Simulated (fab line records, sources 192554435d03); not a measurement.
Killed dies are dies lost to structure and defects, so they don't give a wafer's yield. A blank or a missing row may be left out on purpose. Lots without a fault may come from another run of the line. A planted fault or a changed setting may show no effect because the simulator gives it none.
fab line records | flow n5_finfet
record lots=5 wafers=15 last_day=18
route steps=1938 shown BEOL_M5@1139
lots that met no fault: from a run of the same line without faults
start_h: hours from the record's first day to the start of the lot's first wafer shown | wait_h: hours since the lot's step before | " the same as in the row above | L1.1+2: a row that stands for several wafers | - no value, or no start given | * or withheld: withheld | < > ~ a bound
route shown NAME@n: a module of which the file shows steps, and the number in the route of the first | usual: mean/standard deviation of fault-free wafers | same: alike in all rows | chamber/n: place in a boat | sites: the reading at each site | _std_site: their standard deviation | _edge_site: outer sites' mean less inner sites' | radius_mm: how far each site lies from the wafer's centre | mask NAME#n: copy n | behind: the tool/chamber that last shaped the wafer | hold: why the lot was held/for how many hours/how that ended | device: the transistor (n, p or np) that didn't switch | end of line: the same wafers' tests at the end of the route | a step without rows: its recipe alone | killed: dies lost to structure and defects at the first sort, not the wafer's yield | map: a wafer's dies, x killed, . not, _ none there
set.NAME: the setting as run; set.NAME@STEP: as run at that earlier step | model.NAME: the simulator's own value behind a step, which no gauge read
lots at some steps of the route; a table a step, a row a wafer
services: from which hour (start_h, from the record's first day; less than 0 if before it) a tool's chamber was out of use, for how many hours, and why
## steps
# step N5_BEOL_M5_COAT_65
# recipe resist=SOC temp_c=250 time_s=60 spin_rpm=1500 resist_thk_nm=60
# usual resist_line_temp_C=22.99/0.12
# columns lot.wafer tool chamber start_h wait_h resist_line_temp_C
L080.1 litho_track-01 0 208.17 0.7 22.90
L080.2 " 0 " " 22.87
L080.6 " 0 " " 23.03
L084.2 litho_track-05 0 243.07 0.1 22.87
L084.5 " 0 " " 23.04
L084.6 " 0 " " 23.00
L088.2 litho_track-04 0 264.48 0.3 23.05
L088.5 " 0 " " 23.04
L088.6 " 0 " " 22.96
L092.1 litho_track-01 0 284.26 0.1 23.05
L092.5 " 0 " " 23.22
L092.6 " 0 " " 23.10
L096.2 litho_track-04 0 318.52 0.0 22.86
L096.4 " 0 " " 22.90
L096.6 " 0 " " 22.92
# step N5_BEOL_M5_COAT_66
# recipe resist=SiARC temp_c=220 time_s=60 spin_rpm=1500 resist_thk_nm=12
# usual resist_line_temp_C=23.03/0.099
# columns lot.wafer tool chamber start_h wait_h resist_line_temp_C
L080.1 litho_track-01 0 - - 23.07
L080.2 " 0 " " 22.96
L080.6 " 0 " " 22.89
L084.2 litho_track-05 0 - - 23.05
L084.5 " 0 " " 23.05
L084.6 " 0 " " 22.94
L088.2 litho_track-04 0 - - 22.91
L088.5 " 0 " " 22.79
L088.6 " 0 " " 22.88
L092.1 litho_track-01 0 - - 22.98
L092.5 " 0 " " 23.05
L092.6 " 0 " " 22.99
L096.2 litho_track-04 0 - - 23.14
L096.4 " 0 " " 23.09
L096.6 " 0 " " 23.00
# step N5_BEOL_M5_COAT_74
# recipe resist=underlayer temp_c=205 time_s=60 spin_rpm=1500 resist_thk_nm=5
# usual resist_line_temp_C=23.03/0.1
# columns lot.wafer tool chamber start_h wait_h resist_line_temp_C
L080.1 litho_track-01 0 - - 23.03
L080.2 " 0 " " 23.08
L080.6 " 0 " " 23.04
L084.2 litho_track-05 0 - - 22.98
L084.5 " 0 " " 23.10
L084.6 " 0 " " 23.04
L088.2 litho_track-04 0 - - 23.16
L088.5 " 0 " " 23.32
L088.6 " 0 " " 23.18
L092.1 litho_track-01 0 - - 23.03
L092.5 " 0 " " 23.06
L092.6 " 0 " " 23.16
L096.2 litho_track-04 0 - - 23.09
L096.4 " 0 " " 22.98
L096.6 " 0 " " 23.10
# step N5_BEOL_M5_COAT_22
# recipe resist=CAR-EUV spin_rpm=1500 resist_thk_nm=30
# usual resist_line_temp_C=22.99/0.098
# columns lot.wafer tool chamber start_h wait_h resist_line_temp_C
L080.1 litho_track-01 0 - - 23.00
L080.2 " 0 " " 23.05
L080.6 " 0 " " 23.11
L084.2 litho_track-05 0 - - 22.96
L084.5 " 0 " " 22.98
L084.6 " 0 " " 23.08
L088.2 litho_track-04 0 - - 23.07
L088.5 " 0 " " 23.05
L088.6 " 0 " " 23.03
L092.1 litho_track-01 0 - - 22.97
L092.5 " 0 " " 22.96
L092.6 " 0 " " 22.95
L096.2 litho_track-04 0 - - 22.85
L096.4 " 0 " " 22.90
L096.6 " 0 " " 22.98
# step N5_BEOL_M5_EBR_24
# recipe solvent=PGMEA ebr_width_mm=1.5
# usual resist_line_temp_C=23.04/0.11
# columns lot.wafer tool chamber start_h wait_h resist_line_temp_C
L080.1 litho_track-01 0 - - 23.09
L080.2 " 0 " " 23.20
L080.6 " 0 " " 23.27
L084.2 litho_track-05 0 - - 23.02
L084.5 " 0 " " 23.04
L084.6 " 0 " " 23.03
L088.2 litho_track-04 0 - - 23.08
L088.5 " 0 " " 23.20
L088.6 " 0 " " 23.13
L092.1 litho_track-01 0 - - 23.14
L092.5 " 0 " " 23.08
L092.6 " 0 " " 23.16
L096.2 litho_track-04 0 - - 23.13
L096.4 " 0 " " 23.11
L096.6 " 0 " " 23.18
# step N5_BEOL_M5_SOFTBAKE_23
# recipe temp_c=110 time_s=60 resist=CAR-EUV
# usual resist_line_temp_C=23.01/0.11
# columns lot.wafer tool chamber start_h wait_h resist_line_temp_C
L080.1 litho_track-01 0 - - 22.96
L080.2 " 0 " " 23.00
L080.6 " 0 " " 22.94
L084.2 litho_track-05 0 - - 23.18
L084.5 " 0 " " 23.08
L084.6 " 0 " " 23.05
L088.2 litho_track-04 0 - - 22.95
L088.5 " 0 " " 22.92
L088.6 " 0 " " 23.04
L092.1 litho_track-01 0 - - 23.11
L092.5 " 0 " " 23.10
L092.6 " 0 " " 23.18
L096.2 litho_track-04 0 - - 23.26
L096.4 " 0 " " 23.02
L096.6 " 0 " " 23.06
# step N5_BEOL_M5_EXPOSE_25
# recipe mask_id=V4 na=0.33 source_shape=quasar sigma_inner=0.2 sigma_outer=0.6 polarization=unpolarized defocus_nm=10 dose_mj=52.75
# usual reticle_temp_C=23.03/0.11
# same na=0.33
# columns lot.wafer tool chamber start_h wait_h mask reticle_temp_C
L080.1 euv_scanner-02 0 208.43 - V4#0 22.95
L080.2 " 0 " " V4#0 22.99
L080.6 " 0 " " V4#0 23.00
L084.2 euv_scanner-02 0 243.34 - V4#0 22.90
L084.5 " 0 " " V4#0 22.94
L084.6 " 0 " " V4#0 22.89
L088.2 euv_scanner-01 0 264.77 - V4#0 22.90
L088.5 " 0 " " V4#0 22.92
L088.6 " 0 " " V4#0 22.90
L092.1 euv_scanner-02 0 284.40 - V4#0 23.08
L092.5 " 0 " " V4#0 22.93
L092.6 " 0 " " V4#0 23.19
L096.2 euv_scanner-02 0 319.23 - V4#0 23.04
L096.4 " 0 " " V4#0 23.00
L096.6 " 0 " " V4#0 22.98
# step N5_BEOL_M5_PEB_26
# recipe peb_temp_c=100 peb_time_s=60 resist=CAR-EUV
# usual resist_line_temp_C=23.01/0.099
# columns lot.wafer tool chamber start_h wait_h resist_line_temp_C
L080.1 litho_track-05 0 208.50 0.1 22.91
L080.2 " 0 " " 22.92
L080.6 " 0 " " 23.06
L084.2 litho_track-01 0 243.40 0.1 23.04
L084.5 " 0 " " 23.21
L084.6 " 0 " " 23.13
L088.2 litho_track-05 0 264.84 0.1 22.96
L088.5 " 0 " " 23.00
L088.6 " 0 " " 23.05
L092.1 litho_track-05 0 284.47 0.1 23.19
L092.5 " 0 " " 22.95
L092.6 " 0 " " 23.18
L096.2 litho_track-01 0 319.29 0.1 23.15
L096.4 " 0 " " 23.11
L096.6 " 0 " " 22.94
# step N5_BEOL_M5_DEVELOP_27
# recipe develop_time_s=30 developer=TMAH resist=CAR-EUV rinse_liquid=surfactant_rinse dry=air_spin dev_temp_c=23
# usual resist_line_temp_C=23.01/0.1
# columns lot.wafer tool chamber start_h wait_h resist_line_temp_C
L080.1 litho_track-05 0 - - 22.91
L080.2 " 0 " " 23.14
L080.6 " 0 " " 22.94
L084.2 litho_track-01 0 - - 22.98
L084.5 " 0 " " 22.84
L084.6 " 0 " " 22.83
L088.2 litho_track-05 0 - - 23.05
L088.5 " 0 " " 23.04
L088.6 " 0 " " 22.95
L092.1 litho_track-05 0 - - 23.18
L092.5 " 0 " " 22.99
L092.6 " 0 " " 23.18
L096.2 litho_track-01 0 - - 23.02
L096.4 " 0 " " 23.05
L096.6 " 0 " " 23.00
# step N5_BEOL_M5_CD_MEAS_28
# recipe target_cd_nm=30.6 landing_energy_ev=500 detector=se_inlens target_cd_y_nm=20 polarity=opening
# usual cd_nm=30.61/0.27
# same landing_energy_ev=500
# columns lot.wafer tool chamber start_h wait_h cd_nm
L080.1 cd_sem-03 0 208.57 - 30.81
L080.2 " 0 " " 30.48
L080.6 " 0 " " 30.83
L084.2 cd_sem-02 0 243.47 - 30.57
L084.5 " 0 " " 30.69
L084.6 " 0 " " 30.79
L088.2 cd_sem-01 0 264.91 - 30.61
L088.5 " 0 " " 30.42
L088.6 " 0 " " 30.71
L092.1 cd_sem-01 0 284.54 - 30.86
L092.5 " 0 " " 30.98
L092.6 " 0 " " 30.95
L096.2 cd_sem-03 0 319.36 - 30.78
L096.4 " 0 " " 30.55
L096.6 " 0 " " 30.61
# step N5_BEOL_M5_OVL_MEAS_29
# recipe points_per_wafer=522
# usual V4_OVL=0.3/0.72
# columns lot.wafer tool chamber start_h wait_h V4_OVL[nm]
L080.1 overlay-01 0 208.60 0.0 0.2
L080.2 " 0 " " 0.6
L080.6 " 0 " " 0.5
L084.2 overlay-01 0 243.50 0.0 0.6
L084.5 " 0 " " 1.3
L084.6 " 0 " " 0.3
L088.2 overlay-02 0 264.95 0.0 0.9
L088.5 " 0 " " 0.3
L088.6 " 0 " " 1.3
L092.1 overlay-02 0 284.57 0.0 -1.2
L092.5 " 0 " " -0.2
L092.6 " 0 " " -0.1
L096.2 overlay-02 0 319.39 0.0 0.0
L096.4 " 0 " " -0.6
L096.6 " 0 " " 0.9
# step N5_BEOL_M5_INSPECT_30
# recipe mode=adi inspect_instrument=brightfield
# usual raw_defect_count=407/89
# columns lot.wafer tool chamber start_h wait_h raw_defect_count
L080.1 defect_inspect-02 - 208.66 0.1 317
L080.2 " - " " 296
L080.6 " - " " 417
L084.2 defect_inspect-02 - 243.56 0.0 455
L084.5 " - " " 434
L084.6 " - " " 426
L088.2 defect_inspect-01 - 265.00 0.0 528
L088.5 " - " " 617
L088.6 " - " " 475
L092.1 defect_inspect-02 - 284.63 0.1 382
L092.5 " - " " 325
L092.6 " - " " 401
L096.2 defect_inspect-02 - 319.45 0.0 415
L096.4 " - " " 440
L096.6 " - " " 409
## services
# columns tool chamber start_h hours kind
euv_scanner-02 - 194.34 1.0 pm
euv_scanner-01 - 206.25 1.0 pm
euv_scanner-01 - 238.70 23.5 repair
euv_scanner-02 - 262.17 1.0 pm
euv_scanner-01 - 263.18 1.0 pm
euv_scanner-02 - 264.23 5.8 pm
euv_scanner-01 - 282.41 5.8 pm
euv_scanner-01 - 292.47 0.3 repair
euv_scanner-01 - 299.42 4.6 pm
euv_scanner-02 - 306.64 1.0 pm
euv_scanner-02 0 316.40 - calibration
euv_scanner-01 - 318.55 1.0 pm
## key
fault none
